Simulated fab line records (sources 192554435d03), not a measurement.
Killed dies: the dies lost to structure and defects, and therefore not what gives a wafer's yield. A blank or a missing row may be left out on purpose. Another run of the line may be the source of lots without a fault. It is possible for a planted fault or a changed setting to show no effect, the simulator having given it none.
One fault seen from 2 desks / flow n5-finfet / numbers are kept per desk, each desk with only its own; the story behind them comes last

== TOOL OWNER'S DESK, litho-track-04 ==
The tool's own readings at N5_SD_EPI_P_COAT_34 (time 60 s, resist thk 350 nm): means of the sampled wafers that have a number, for each lot that ran on this tool. If a lot's mean is further than 4 standard deviations from the usual mean, the lot is out of limits and carries the mark OUT (the distance appears in the brackets).
Columns: A = heater-power-total-W at N5_SD_EPI_P_COAT_34, usual 500.6 W; B = plate-temp-C at N5_SD_EPI_P_COAT_34, usual 250.05 C
lot=L714; first seen here=day 3 16:02; A=499.9; B=250.17
lot=L718; first seen here=day 4 20:34; A=500.0; B=249.99
lot=L719; first seen here=day 5 04:44; A=500.0; B=249.97
lot=L727; first seen here=day 6 23:41; A=813.9 (+99 or more) OUT; B=262.16 (+64) OUT
lot=L730; first seen here=day 7 16:52; A=814.5 (+99 or more) OUT; B=262.36 (+65) OUT
Finding of this desk: L727, L730 out of limits; the first was L727 at day 6 23:41, on heater-power-total-W at N5_SD_EPI_P_COAT_34. In limits: L714, L718, L719.

== FROM THE METROLOGY DESK ==
Means of the sampled wafers that have a number, per lot and without regard to the tool the lot ran on: this is what the gauges read. If a lot's mean is further than 4 standard deviations from the usual mean, the lot is out of limits and carries the mark OUT (the distance appears in the brackets). Of its 11 readings 7 are shown: those that lie furthest out on some lot.
Columns: A = SD_N_BLK_OVL at N5_SD_EPI_N_OVL_MEAS_10, usual 0.4 nm; B = DIBL_N at N5_BEOL_M4_RC_MEAS_101, usual 37.7 mV/V; C = IOFF_P at N5_BEOL_M4_RC_MEAS_101, usual 0.23 nA/um; D = ION_N at N5_BEOL_M4_RC_MEAS_101, usual 681 uA/um; E = ION_P at N5_BEOL_M4_RC_MEAS_101, usual 463 uA/um; F = SS_P at N5_BEOL_M4_RC_MEAS_101, usual 73.6 mV/dec; G = VT_P at N5_BEOL_M4_RC_MEAS_101, usual -249 mV
lot=L714; first seen here=day 3 11:39; A=0.6; B=40.5; C=0.26; D=694; E=476; F=74.0; G=-249
lot=L715; first seen here=day 3 17:43; A=-0.6; B=37.7; C=0.21; D=686; E=460; F=73.3; G=-252
lot=L716; first seen here=day 4 01:50; A=-0.4; B=38.3; C=0.20; D=671; E=450; F=73.4; G=-253
lot=L718; first seen here=day 4 16:19; A=0.0; B=37.8; C=0.23; D=692; E=470; F=74.6; G=-248
lot=L719; first seen here=day 4 23:33; A=1.6; B=39.4; C=0.24; D=674; E=457; F=73.9; G=-249
lot=L725; first seen here=day 6 09:41; A=0.2; B=36.7; C=0.23; D=675; E=460; F=73.3; G=-250
lot=L727; first seen here=day 6 19:03; A=0.1; B=38.7; C=0.25; D=682; E=472; F=73.9; G=-247
lot=L730; first seen here=day 7 11:41; A=0.8; B=38.2; C=0.22; D=674; E=461; F=73.7; G=-250
lot=L732; first seen here=day 8 03:10; A=-0.1; B=35.8; C=0.18; D=669; E=456; F=72.9; G=-254
lot=L734; first seen here=day 8 12:35; A=-0.2; B=38.0; C=0.25; D=684; E=466; F=73.4; G=-248
lot=L735; first seen here=day 8 20:55; A=1.7; B=35.6; C=0.23; D=676; E=466; F=73.5; G=-247
This desk found nothing out of limits on any of the 11 lots.

== PUT TOGETHER ==
The tool owner's desk had the chance to raise an alarm at day 6 23:41 on L727, L730.
From the metrology desk's view, nothing was out of limits.
The metrology desk holds a record of L727, L730, inside its limits.
N5_SD_EPI_P_COAT_34 was run on litho-track-04 by each of the lots named.

== WHAT THE SIMULATOR PUT IN ==
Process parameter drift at N5_SD_EPI_P_COAT_34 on litho-track-04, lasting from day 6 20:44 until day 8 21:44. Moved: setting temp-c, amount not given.
Shown lots that were struck: L727, L730.
Hours from the fault's start to each desk's first reading out of limits: the tool owner's desk, 3.
